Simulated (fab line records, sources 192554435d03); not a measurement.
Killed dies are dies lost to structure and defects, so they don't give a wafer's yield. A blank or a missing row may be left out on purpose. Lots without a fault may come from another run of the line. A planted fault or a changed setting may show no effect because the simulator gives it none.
Chamber matching | flow n5_finfet | N5_BEOL_M6_STRIP_67 on rie_diel-03: 4 sister chambers
The step strips in CF4. 4 wafers are shown with their chamber, then 10 later ones without.

WAFERS WITH THEIR CHAMBER
wafer  | chamber | showerhead_plenum_p_Torr (Torr)
L079.6 | 1       | 1.70
L084.6 | 2       | 1.76
L086.1 | 0       | 1.82
L086.3 | 3       | 1.88

WAFERS WITHOUT THEIR CHAMBER
wafer  | showerhead_plenum_p_Torr (Torr)
L086.4 | 1.82
L085.1 | 1.76
L085.2 | 1.88
L085.5 | 1.76
L097.2 | 1.90
L097.3 | 1.75
L097.6 | 1.87
L096.2 | 1.75
L096.4 | 1.81
L096.6 | 1.81

WHICH CHAMBER EACH WENT THROUGH
wafer  | from the rows above | in truth
L086.4 | 0                   | 0
L085.1 | 2                   | 2
L085.2 | 3                   | 3
L085.5 | 2                   | 2
L097.2 | 3                   | 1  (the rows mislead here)
L097.3 | 2                   | 2
L097.6 | 3                   | 3
L096.2 | 2                   | 2
L096.4 | 0                   | 0
L096.6 | 0                   | 0
Placed correctly: 9 of 10. Can't be placed from these rows: 0. Placed wrongly: 1.
How it was worked out, from the rows above alone: a wafer's distance from a chamber is the root of the sum, over the readings, of the square of ((its reading less the chamber's mean) divided by the reading's scatter). The wafer belongs to the nearest chamber; if the next one is less than 2 further off, it can't be placed. A chamber's mean is the mean of its shown wafers. The scatter: with one shown wafer a chamber, the root of the mean of the squares of how far each hidden wafer lies from its nearest shown one.
